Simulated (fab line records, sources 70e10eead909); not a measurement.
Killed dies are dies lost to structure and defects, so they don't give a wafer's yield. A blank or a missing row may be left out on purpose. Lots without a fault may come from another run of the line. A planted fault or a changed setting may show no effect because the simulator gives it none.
fab line records | flow nand_harc
record lots=24 wafers=72 last_day=26
route steps=1159 shown A_WL_FILL@809 A_CONTACT@843
lots that met no fault: from a run of the same line without faults
start_h: hours from the record's first day to the start of the lot's first wafer shown | wait_h: hours since the lot's step before | " the same as in the row above | L1.1+2: a row that stands for several wafers | - no value, or no start given | * or withheld: withheld | < > ~ a bound
route shown NAME@n: a module of which the file shows steps, and the number in the route of the first | usual: mean/standard deviation of fault-free wafers | same: alike in all rows | chamber/n: place in a boat | sites: the reading at each site | _std_site: their standard deviation | _edge_site: outer sites' mean less inner sites' | radius_mm: how far each site lies from the wafer's centre | mask NAME#n: copy n | behind: the tool/chamber that last shaped the wafer | hold: why the lot was held/for how many hours/how that ended | device: the transistor (n, p or np) that didn't switch | end of line: the same wafers' tests at the end of the route | a step without rows: its recipe alone | killed: dies lost to structure and defects at the first sort, not the wafer's yield | map: a wafer's dies, x killed, . not, _ none there
set.NAME: the setting as run; set.NAME@STEP: as run at that earlier step | model.NAME: the simulator's own value behind a step, which no gauge read
steps of the route over a sample of lots; a table a step, a row a wafer
services: from which hour (start_h, from the record's first day; less than 0 if before it) a tool's chamber was out of use, for how many hours, and why
## steps
# step NHARC_A_WL_FILL_ALD_00
# recipe target_thk_a=30 pulse_time_s=3 ald_cycles=30 temp_c=300 material=Al2O3
# usual heater_power_w=469/54 precursor_pulse_height_rel=1.000/0.02
# same pulse_time_s=3
# columns lot.wafer tool chamber start_h wait_h heater_power_w precursor_pulse_height_rel since_wet_clean_h
L074.3 ald_hk-02 0 335.42 2.8 518 0.996 45
L074.1 " 2 " " 486 1.042 45
L074.6 " 0 " " 511 1.011 -
L076.3 ald_hk-02 0 338.84 2.8 516 1.022 49
L076.1 " 1 " " 501 1.000 49
L076.6 " 3 " " 385 1.007 -
L075.4 ald_hk-02 3 338.98 2.9 386 1.021 49
L075.3 " 1 " " 490 1.031 49
L075.5 " 3 " " 391 0.982 -
L077.3 ald_hk-02 1 354.70 5.6 502 1.021 65
L077.6 " 0 " " 520 0.997 -
L077.5 " 1 " " 502 0.971 -
L078.1 ald_hk-02 3 354.86 5.7 381 0.991 65
L078.3 " 0 " " 508 1.001 65
L078.5 " 3 " " 394 1.004 -
L079.3 ald_hk-02 3 355.03 1.4 376 1.011 65
L079.2 " 0 " " 508 1.028 65
L079.4 " 1 " " 526 1.018 65
L082.3 ald_hk-02 2 380.69 0.1 471 1.033 91
L082.5 " 3 " " 397 1.011 -
L082.6 " 0 " " 504 0.968 -
L080.4 ald_hk-03 2 387.55 0.1 365 0.965 51
L080.1 " 3 " " 441 1.006 51
L080.5 " 3 " " 444 0.985 -
L081.4 ald_hk-02 1 392.81 0.1 508 0.977 103
L081.6 " 1 " " 512 1.006 -
L081.5 " 2 " " 486 0.999 -
L084.3 ald_hk-02 0 393.00 0.2 508 1.001 103
L084.1 " 1 " " 506 0.956 103
L084.6 " 3 " " 393 0.993 -
L083.3 ald_hk-02 1 393.17 0.4 513 0.972 103
L083.1 " 3 " " 383 0.993 103
L083.5 " 1 " " 508 0.988 -
L086.3 ald_hk-02 0 408.13 2.3 525 1.010 118
L086.2 " 2 " " 474 0.995 118
L086.4 " 3 " " 385 1.035 118
L087.1 ald_hk-03 3 408.22 2.3 439 1.011 71
L087.3 " 0 " " 511 0.989 71
L087.5 " 0 " " 490 0.979 -
L085.3 ald_hk-04 1 408.24 2.4 522 0.999 31
L085.4 " 2 " " 520 0.987 31
L085.6 " 0 " " 425 1.021 -
L089.2 ald_hk-02 2 417.84 0.1 481 0.996 128
L089.1 " 3 " " 388 0.998 128
L089.5 " 1 " " 499 0.971 -
L088.2 ald_hk-04 2 417.85 0.1 551 1.001 40
L088.1 " 3 " " 479 1.002 41
L088.6 " 0 " " 429 1.034 -
L091.3 ald_hk-02 0 433.95 2.1 506 0.987 144
L091.4 " 2 " " 473 1.028 144
L091.5 " 0 " " 512 1.021 -
L090.1 ald_hk-02 0 434.27 2.4 513 0.957 144
L090.3 " 2 " " 482 0.980 144
L090.6 " 1 " " 514 0.988 -
L094.1 ald_hk-04 2 448.44 0.1 541 1.019 71
L094.4 " 3 " " 478 1.036 71
L094.6 " 3 " " 485 1.008 -
L092.2 ald_hk-03 3 455.28 0.1 429 1.007 118
L092.3 " 2 " " 363 0.972 119
L092.5 " 0 " " 490 0.993 -
L095.4 ald_hk-03 2 455.48 0.3 360 1.000 119
L095.2 " 3 " " 442 0.997 119
L095.1 " 0 " " 497 1.012 119
L093.4 ald_hk-02 1 470.05 0.3 489 0.978 1
L093.6 " 3 " " 398 0.972 -
L093.5 " 0 " " 513 0.985 -
L096.3 ald_hk-02 1 474.33 0.1 509 1.004 5
L096.5 " 0 " " 514 1.048 -
L096.6 " 1 " " 507 0.976 -
L097.1 ald_hk-03 0 488.84 0.1 492 1.002 152
L097.2 " 1 " " 525 1.015 152
L097.6 " 2 " " 361 1.018 -
# step NHARC_A_WL_FILL_ETCHBACK_26
# recipe target_depth_a=520 time_s=13.3 hbr_flow_sccm=150 rf_w=350 icp_w=350 bias_w=60 chemistry=HBr
# usual chamber_pressure_mTorr=15.000/0.016 drypump_motor_current_A=5.6/0.44 oes_product_au=0.995/0.01 rf_fwd_power_W=342.3/1.5 throttle_valve_pct=23.266/0.0091
# columns lot.wafer tool chamber start_h wait_h chamber_pressure_mTorr drypump_motor_current_A oes_product_au rf_fwd_power_W rf_hours_counter_h throttle_valve_pct
L074.3 rie_si-03 2 357.35 0.4 15.008 5.9 0.989 342.4 0.1 23.269
L074.1 " 1 " " 14.966 5.7 1.001 341.3 0.1 23.258
L074.6 " 2 " " 14.987 5.9 0.979 343.7 - 23.255
L076.3 rie_si-05 0 357.37 0.4 14.995 5.1 0.991 341.6 0.8 23.293
L076.1 " 1 " " 14.972 4.9 0.985 343.1 0.7 23.268
L076.6 " 3 " " 14.990 5.3 0.990 343.8 - 23.261
L075.3 rie_si-02 2 361.50 0.4 15.003 5.0 0.998 341.1 1.1 23.260
L075.4 " 1 " " 15.014 6.1 1.018 342.2 1.0 23.261
L075.5 " 3 " " 14.986 5.6 0.975 341.4 - 23.260
L078.1 rie_si-02 0 374.87 0.4 14.998 5.9 1.000 342.2 0.9 23.263
L078.3 " 2 " " 15.014 5.0 0.998 343.5 1.2 23.270
L078.5 " 0 " " 14.999 5.9 1.011 341.8 - 23.251
L079.2 rie_si-03 2 377.43 0.4 14.977 5.9 0.986 341.0 0.3 23.267
L079.3 " 3 " " 14.988 6.3 1.005 339.9 0.4 23.272
L079.4 " 0 " " 14.961 6.0 0.999 345.5 0.3 23.268
L077.3 rie_si-02 0 377.44 0.4 15.027 5.9 1.003 342.6 0.9 23.263
L077.5 " 3 " " 15.003 5.6 0.970 342.0 - 23.270
L077.6 " 0 " " 15.016 5.9 0.996 342.6 - 23.254
L080.1 rie_si-02 0 406.39 0.4 15.000 5.9 0.979 342.0 0.0 23.275
L080.4 " 2 " " 15.008 5.0 0.991 341.5 0.1 23.275
L080.5 " 0 " " 15.034 5.9 0.976 338.6 - 23.275
L082.3 rie_si-05 3 406.40 0.4 14.966 5.3 1.002 343.0 1.2 23.250
L082.5 " 1 " " 14.984 4.9 1.006 342.4 - 23.271
L082.6 " 2 " " 14.995 5.7 1.006 343.0 - 23.267
L083.3 rie_si-05 3 415.10 0.4 14.999 5.3 1.001 344.9 1.3 23.251
L083.1 " 2 " " 14.986 5.7 1.013 344.8 1.3 23.271
L083.5 " 0 " " 14.998 5.1 1.010 342.3 - 23.255
L084.1 rie_si-02 1 415.11 0.4 14.997 6.1 0.995 340.3 0.0 23.252
L084.3 " 3 " " 15.010 5.6 0.980 344.0 0.1 23.266
L084.6 " 0 " " 15.022 5.9 0.989 341.0 - 23.269
L081.4 rie_si-03 2 415.13 0.4 14.993 5.9 0.988 343.2 0.6 23.263
L081.5 " 3 " " 14.984 6.3 1.005 341.3 - 23.254
L081.6 " 0 " " 15.015 6.0 0.990 344.1 - 23.262
L086.3 rie_si-03 0 431.87 0.4 15.012 6.0 0.983 341.8 0.7 23.266
L086.4 " 1 " " 15.024 5.6 0.981 343.3 0.7 23.273
L086.2 " 2 " " 15.016 5.9 0.991 341.7 0.7 23.271
L087.3 rie_si-05 1 431.89 0.4 14.968 4.9 0.995 343.8 0.1 23.274
L087.1 " 3 " " 15.020 5.3 1.003 342.5 0.0 23.273
L087.5 " 0 " " 15.008 5.1 0.999 339.5 - 23.254
L085.3 rie_si-02 0 431.89 0.4 14.996 5.9 0.990 341.6 0.2 23.273
L085.4 " 2 " " 14.999 5.0 0.994 344.0 0.2 23.253
L085.6 " 0 " " 14.970 5.9 0.993 340.7 - 23.262
L088.1 rie_si-03 0 441.65 0.4 15.021 6.0 0.995 345.4 0.7 23.276
L088.2 " 1 " " 15.004 5.7 0.989 343.1 0.7 23.261
L088.6 " 3 " " 14.972 6.3 1.011 342.2 - 23.269
L089.1 rie_si-05 1 441.66 0.4 15.037 4.9 1.001 341.1 0.2 23.268
L089.2 " 2 " " 14.988 5.7 1.010 341.9 0.1 23.270
L089.5 " 3 " " 14.975 5.3 0.995 344.0 - 23.277
L090.1 rie_si-05 1 457.77 0.4 15.020 4.9 1.009 342.6 0.3 23.261
L090.3 " 3 " " 15.010 5.3 0.998 342.9 0.2 23.280
L090.6 " 0 " " 15.002 5.1 1.012 340.9 - 23.255
L091.4 rie_si-02 2 460.48 0.4 15.006 5.0 0.991 340.7 0.5 23.278
L091.3 " 3 " " 14.995 5.6 0.996 339.9 0.6 23.278
L091.5 " 0 " " 14.997 5.9 0.988 340.8 - 23.261
L094.4 rie_si-05 1 468.89 0.4 14.992 4.9 1.018 341.5 0.4 23.257
L094.1 " 3 " " 15.019 5.3 0.990 345.1 0.3 23.259
L094.6 " 1 " " 14.979 4.9 1.012 339.5 - 23.258
L095.4 rie_si-03 3 475.58 0.4 14.987 6.4 1.008 341.3 0.9 23.257
L095.2 " 0 " " 15.005 6.0 0.991 345.2 0.9 23.291
L095.1 " 1 " " 15.012 5.6 0.989 344.3 1.0 23.260
L092.2 rie_si-02 0 475.59 0.4 15.014 5.9 0.991 341.3 0.6 23.276
L092.3 " 2 " " 15.000 5.0 0.989 340.5 0.6 23.269
L092.5 " 3 " " 15.013 5.5 0.987 341.6 - 23.270
L093.4 rie_si-03 2 494.25 0.4 14.991 5.9 0.994 344.4 1.0 23.272
L093.5 " 2 " " 15.012 5.9 1.001 343.3 - 23.270
L093.6 " 3 " " 15.012 6.4 1.003 341.7 - 23.259
L096.3 rie_si-03 2 497.40 0.4 14.974 5.9 0.993 343.3 1.1 23.270
L096.5 " 0 " " 15.008 6.1 1.002 344.6 - 23.268
L096.6 " 1 " " 15.004 5.6 0.990 344.3 - 23.260
L097.2 rie_si-02 0 510.08 0.4 15.020 5.9 0.990 341.2 0.8 23.264
L097.1 " 2 " " 15.014 5.0 1.010 342.5 0.9 23.269
L097.6 " 0 " " 14.994 5.9 0.966 341.8 - 23.267
# step NHARC_A_CONTACT_DEP_29
# recipe target_thk_a=700 target_thk_nm=70 temp_c=400 pressure_torr=3.5 flow_sccm=200 rf_w=350 material=SiON
# usual heater_power_w=734/60 rf_fwd_power_W=348.4/1.2
# columns lot.wafer tool chamber start_h wait_h heater_power_w rf_fwd_power_W since_wet_clean_h
L076.1 pecvd-02 0 370.45 1.9 759 349.2 23
L076.3 " 1 " " 784 348.3 23
L076.6 " 1 " " 796 347.7 -
L074.3 pecvd-02 2 371.88 1.2 655 347.7 24
L074.1 " 0 " " 821 348.8 24
L074.6 " 1 " " 665 347.6 -
L075.3 pecvd-02 0 375.36 1.2 703 348.2 28
L075.4 " 1 " " 773 348.3 -
L075.5 " 2 " " 740 349.6 -
L078.3 pecvd-02 0 384.72 1.2 797 347.8 37
L078.1 " 1 " " 774 349.9 37
L078.5 " 1 " " 778 348.6 -
L079.2 pecvd-03 1 387.77 1.5 811 346.9 83
L079.3 " 0 " " 836 351.1 83
L079.4 " 0 " " 695 349.2 -
L077.3 pecvd-03 2 388.78 1.2 799 348.7 84
L077.5 " 1 " " 744 347.0 -
L077.6 " 2 " " 782 347.8 -
L080.1 pecvd-04 1 416.50 1.9 770 348.3 28
L080.4 " 0 " " 666 347.5 -
L080.5 " 2 " " 690 348.8 -
L082.3 pecvd-02 0 417.77 1.2 767 349.0 70
L082.5 " 2 " " 729 348.1 -
L082.6 " 1 " " 725 347.9 -
L084.1 pecvd-04 1 425.74 1.9 733 346.6 37
L084.3 " 0 " " 697 346.4 37
L084.6 " 1 " " 726 345.8 -
L083.1 pecvd-02 0 427.42 1.9 801 348.3 80
L083.3 " 1 " " 719 349.0 80
L083.5 " 0 " " 824 347.9 -
L081.4 pecvd-03 0 429.64 0.8 825 351.9 -
L081.6 " 1 " " 843 347.8 -
L081.5 " 2 " " 720 347.6 -
L087.1 pecvd-04 0 440.66 1.9 684 346.8 52
L087.3 " 1 " " 634 346.2 52
L087.5 " 2 " " 744 349.4 -
L085.3 pecvd-02 2 440.81 1.2 733 348.4 93
L085.4 " 1 " " 652 347.6 -
L085.6 " 2 " " 582 347.3 -
L086.3 pecvd-02 0 445.59 1.1 799 350.5 98
L086.2 " 1 " " 688 349.9 98
L086.4 " 2 " " 621 347.3 -
L089.1 pecvd-04 2 451.18 1.9 794 349.4 62
L089.2 " 0 " " 692 347.5 62
L089.5 " 0 " " 697 348.0 -
L088.2 pecvd-04 0 451.44 1.6 695 349.1 62
L088.1 " 2 " " 770 346.1 63
L088.6 " 2 " " 783 346.8 -
L090.3 pecvd-02 1 467.66 1.2 666 350.3 120
L090.1 " 2 " " 746 349.4 120
L090.6 " 2 " " 601 348.9 -
L091.3 pecvd-03 1 469.84 1.1 771 349.1 165
L091.5 " 2 " " 732 346.6 -
L091.4 " 0 " " 785 350.2 -
L094.1 pecvd-04 0 478.96 1.9 675 349.1 90
L094.6 " 1 " " 686 347.3 -
L094.4 " 2 " " 739 349.3 -
L095.2 pecvd-03 0 492.68 1.5 817 348.1 6
L095.1 " 1 " " 755 349.3 7
L095.4 " 2 " " 724 347.9 -
L092.2 pecvd-02 0 496.88 1.5 788 348.9 149
L092.3 " 1 " " 777 349.1 149
L092.5 " 0 " " 792 349.1 -
L093.5 pecvd-04 1 503.12 0.5 730 347.4 -
L093.4 " 2 " " 790 349.0 -
L093.6 " 0 " " 670 346.6 -
L096.3 pecvd-03 0 512.36 1.1 839 348.4 26
L096.6 " 1 " " 747 346.9 -
L096.5 " 2 " " 739 349.6 -
L097.1 pecvd-04 1 519.00 1.8 665 348.2 130
L097.2 " 2 " " 752 348.9 130
L097.6 " 0 " " 634 347.2 -
# step NHARC_A_CONTACT_INSPECT_44
# usual raw_defect_count=26/14
# columns lot.wafer tool chamber start_h wait_h raw_defect_count
L076.1 defect_inspect-01 - 371.18 0.0 6
L076.3 " - " " 7
L076.6 " - " " 5
L074.1 defect_inspect-01 - 372.69 0.0 29
L074.3 " - " " 37
L074.6 " - " " 37
L075.3 defect_inspect-02 - 376.15 0.0 19
L075.4 " - " " 27
L075.5 " - " " 22
L078.1 defect_inspect-02 - 385.53 0.0 18
L078.3 " - " " 17
L078.5 " - " " 15
L079.2 defect_inspect-02 - 388.62 0.0 5
L079.3 " - " " 10
L079.4 " - " " 10
L077.3 defect_inspect-01 - 389.60 0.0 15
L077.5 " - " " 13
L077.6 " - " " 17
L080.1 defect_inspect-02 - 417.21 0.0 6
L080.4 " - " " 8
L080.5 " - " " 10
L082.3 defect_inspect-01 - 418.59 0.0 23
L082.5 " - " " 23
L082.6 " - " " 21
L084.1 defect_inspect-01 - 426.59 0.0 55
L084.3 " - " " 34
L084.6 " - " " 30
L083.1 defect_inspect-01 - 428.23 0.0 20
L083.3 " - " " 20
L083.5 " - " " 22
L081.4 defect_inspect-02 - 430.27 0.0 27
L081.5 " - " " 22
L081.6 " - " " 27
L087.1 defect_inspect-01 - 441.38 0.0 24
L087.3 " - " " 24
L087.5 " - " " 25
L085.3 defect_inspect-01 - 441.60 0.0 42
L085.4 " - " " 37
L085.6 " - " " 52
L086.2 defect_inspect-02 - 446.33 0.0 13
L086.3 " - " " 8
L086.4 " - " " 18
L089.1 defect_inspect-02 - 451.99 0.0 29
L089.2 " - " " 29
L089.5 " - " " 29
L088.1 defect_inspect-02 - 452.37 0.0 18
L088.2 " - " " 30
L088.6 " - " " 47
L090.1 defect_inspect-01 - 468.49 0.0 32
L090.3 " - " " 39
L090.6 " - " " 23
L091.3 defect_inspect-02 - 470.56 0.0 59
L091.4 " - " " 73
L091.5 " - " " 57
L094.1 defect_inspect-01 - 479.75 0.0 20
L094.4 " - " " 15
L094.6 " - " " 14
L095.1 defect_inspect-02 - 493.50 0.0 39
L095.2 " - " " 34
L095.4 " - " " 31
L092.2 defect_inspect-02 - 497.71 0.1 47
L092.3 " - " " 57
L092.5 " - " " 60
L093.4 defect_inspect-01 - 503.89 0.0 20
L093.5 " - " " 17
L093.6 " - " " 18
L096.3 defect_inspect-01 - 513.21 0.0 21
L096.5 " - " " 21
L096.6 " - " " 16
L097.1 defect_inspect-01 - 519.88 0.0 17
L097.2 " - " " 13
L097.6 " - " " 18
# step NHARC_A_CONTACT_ETCH_119
# recipe source_w=withheld pressure_mtorr=20 bias_v=3000 time_s=94 target_depth_a=9220 ar_flow_sccm=withheld c4f8_flow_sccm=withheld o2_flow_sccm=withheld chemistry=C4F8/O2/Ar
# usual chamber_pressure_mTorr=20.002/0.019
# columns lot.wafer tool chamber start_h wait_h chamber_pressure_mTorr rf_hours_counter_h
L076.1 har_cap_etch-03 0 373.96 0.1 20.022 85
L076.3 " 0 " " 20.003 -
L076.6 " 1 " " 20.021 -
L074.1 har_cap_etch-02 0 375.86 0.1 20.000 8
L074.3 " 0 " " 19.955 -
L074.6 " 0 " " 20.019 -
L075.3 har_cap_etch-03 1 380.09 0.1 19.994 -
L075.4 " 0 " " 20.005 -
L075.5 " 1 " " 19.982 -
L078.1 har_cap_etch-03 0 387.84 0.1 19.986 89
L078.3 " 0 " " 20.017 -
L078.5 " 0 " " 20.001 -
L079.2 har_cap_etch-02 0 390.88 0.1 20.008 12
L079.3 " 0 " " 20.012 -
L079.4 " 1 " " 20.005 -
L077.3 har_cap_etch-03 0 392.53 0.1 19.989 -
L077.6 " 1 " " 19.990 -
L077.5 " 0 " " 20.006 -
L080.1 har_cap_etch-03 1 419.38 0.1 19.991 94
L080.4 " 0 " " 19.990 -
L080.5 " 1 " " 20.005 -
L082.3 har_cap_etch-02 1 420.85 0.1 20.003 -
L082.6 " 1 " " 20.013 -
L082.5 " 0 " " 19.985 -
L084.1 har_cap_etch-03 1 428.74 0.1 20.020 95
L084.3 " 0 " " 20.012 -
L084.6 " 1 " " 19.999 -
L083.1 har_cap_etch-01 0 430.45 0.1 20.013 65
L083.3 " 0 " " 19.991 -
L083.5 " 1 " " 20.000 -
L081.4 har_cap_etch-03 1 432.65 0.1 19.969 -
L081.6 " 0 " " 20.011 -
L081.5 " 1 " " 20.016 -
L087.1 har_cap_etch-03 1 443.54 0.1 20.016 99
L087.3 " 1 " " 20.007 -
L087.5 " 1 " " 19.995 -
L085.4 har_cap_etch-02 0 443.86 0.1 20.017 -
L085.3 " 1 " " 19.991 -
L085.6 " 0 " " 20.018 -
L086.2 har_cap_etch-02 0 448.65 0.1 20.004 22
L086.3 " 1 " " 19.977 -
L086.4 " 0 " " 19.999 -
L088.1 har_cap_etch-02 1 454.52 0.1 20.029 23
L088.2 " 0 " " 19.988 23
L088.6 " 0 " " 20.004 -
L089.1 har_cap_etch-01 0 454.61 0.1 19.998 71
L089.2 " 1 " " 20.017 71
L089.5 " 0 " " 19.968 -
L090.1 har_cap_etch-03 1 471.04 0.1 20.021 104
L090.3 " 1 " " 19.988 -
L090.6 " 1 " " 19.998 -
L091.4 har_cap_etch-02 1 472.75 0.1 20.031 -
L091.3 " 0 " " 19.999 -
L091.5 " 1 " " 20.023 -
L094.1 har_cap_etch-02 0 481.92 0.1 20.008 28
L094.4 " 0 " " 20.019 -
L094.6 " 0 " " 19.998 -
L095.2 har_cap_etch-01 1 495.88 0.1 20.029 77
L095.1 " 0 " " 19.990 77
L095.4 " 1 " " 19.968 -
L092.2 har_cap_etch-03 1 500.03 0.1 20.025 107
L092.3 " 0 " " 20.008 -
L092.5 " 1 " " 19.990 -
L093.4 har_cap_etch-03 0 506.09 0.1 19.980 -
L093.5 " 1 " " 19.989 -
L093.6 " 0 " " 20.013 -
L096.3 har_cap_etch-01 0 515.83 0.1 20.035 -
L096.6 " 0 " " 19.998 -
L096.5 " 1 " " 20.001 -
L097.1 har_cap_etch-01 1 522.03 0.1 19.987 81
L097.2 " 0 " " 19.995 81
L097.6 " 1 " " 19.989 -
# step NHARC_A_CONTACT_CD_MEAS_69
# recipe target_cd_nm=200 landing_energy_ev=500
# usual cd_nm=200.4/0.6
# columns lot.wafer tool chamber start_h wait_h cd_nm
L076.1 cd_sem-02 0 378.98 - 200.8
L076.3 " 0 " " 200.0
L076.6 " 0 " " 200.1
L074.1 cd_sem-03 0 380.75 - 200.1
L074.3 " 0 " " 200.7
L074.6 " 0 " " 199.3
L075.3 cd_sem-01 0 385.40 - 200.3
L075.4 " 0 " " 200.8
L075.5 " 0 " " 200.6
L078.1 cd_sem-02 0 392.51 - 200.4
L078.3 " 0 " " 200.1
L078.5 " 0 " " 199.7
L079.2 cd_sem-01 0 396.75 - 200.6
L079.3 " 0 " " 199.8
L079.4 " 0 " " 201.0
L077.3 cd_sem-01 0 398.46 - 200.6
L077.5 " 0 " " 201.0
L077.6 " 0 " " 200.1
L080.1 cd_sem-03 0 424.08 - 200.6
L080.4 " 0 " " 199.6
L080.5 " 0 " " 200.4
L082.3 cd_sem-01 0 426.64 - 200.0
L082.5 " 0 " " 199.2
L082.6 " 0 " " 200.0
L084.1 cd_sem-03 0 433.89 - 199.7
L084.3 " 0 " " 199.4
L084.6 " 0 " " 200.5
L083.1 cd_sem-03 0 435.40 - 200.8
L083.3 " 0 " " 200.7
L083.5 " 0 " " 201.1
L081.4 cd_sem-01 0 437.18 - 200.6
L081.5 " 0 " " 200.1
L081.6 " 0 " " 200.4
L087.1 cd_sem-02 0 448.19 - 200.4
L087.3 " 0 " " 201.0
L087.5 " 0 " " 201.4
L085.3 cd_sem-01 0 450.02 - 200.0
L085.4 " 0 " " 201.4
L085.6 " 0 " " 200.8
L086.2 cd_sem-01 0 455.77 - 200.8
L086.3 " 0 " " 200.7
L086.4 " 0 " " 201.6
L089.1 cd_sem-01 0 459.46 - 201.4
L089.2 " 0 " " 201.2
L089.5 " 0 " " 200.3
L088.1 cd_sem-03 0 459.66 - 200.4
L088.2 " 0 " " 200.7
L088.6 " 0 " " 200.9
L090.1 cd_sem-03 0 476.74 - 200.2
L090.3 " 0 " " 201.9
L090.6 " 0 " " 200.9
L091.3 cd_sem-01 0 478.49 - 199.8
L091.4 " 0 " " 200.8
L091.5 " 0 " " 199.6
L094.1 cd_sem-01 0 492.55 - 200.0
L094.4 " 0 " " 200.7
L094.6 " 0 " " 200.7
L095.1 cd_sem-03 0 501.54 - 200.0
L095.2 " 0 " " 199.8
L095.4 " 0 " " 201.6
L092.2 cd_sem-02 0 504.65 - 199.4
L092.3 " 0 " " 201.0
L092.5 " 0 " " 200.0
L093.4 cd_sem-03 0 512.26 - 200.6
L093.5 " 0 " " 199.1
L093.6 " 0 " " 201.2
L096.3 cd_sem-02 0 520.86 - 199.5
L096.5 " 0 " " 199.9
L096.6 " 0 " " 200.5
L097.1 cd_sem-02 0 526.62 - 201.0
L097.2 " 0 " " 200.6
L097.6 " 0 " " 201.2
## services
# columns tool chamber start_h hours kind
rie_si-03 - 332.00 9.0 pm
pecvd-02 - 334.47 13.0 pm
pecvd-03 0 344.95 10.4 repair
ald_hk-04 - 367.39 10.0 pm
pecvd-04 - 376.00 13.0 pm
rie_si-02 - 388.00 9.0 pm
pecvd-03 - 391.36 1.3 repair
ald_hk-03 - 394.73 0.7 repair
ald_hk-04 - 402.20 1.2 repair
har_cap_etch-01 - 411.28 0.1 repair
rie_si-05 - 416.00 9.0 pm
rie_si-05 0 435.66 0.9 repair
rie_si-03 2 439.56 5.4 repair
pecvd-04 1 448.79 4.4 repair
pecvd-04 0 454.77 5.1 repair
ald_hk-02 - 459.16 10.0 pm
rie_si-02 1 464.41 11.6 repair
pecvd-03 - 473.23 13.0 pm
ald_hk-04 - 478.99 1.2 repair
rie_si-05 2 484.51 18.8 repair
rie_si-02 0 502.65 6.6 repair
ald_hk-03 - 504.82 10.0 pm
rie_si-03 - 509.00 9.0 pm
pecvd-02 - 515.66 13.0 pm
## key
fault none
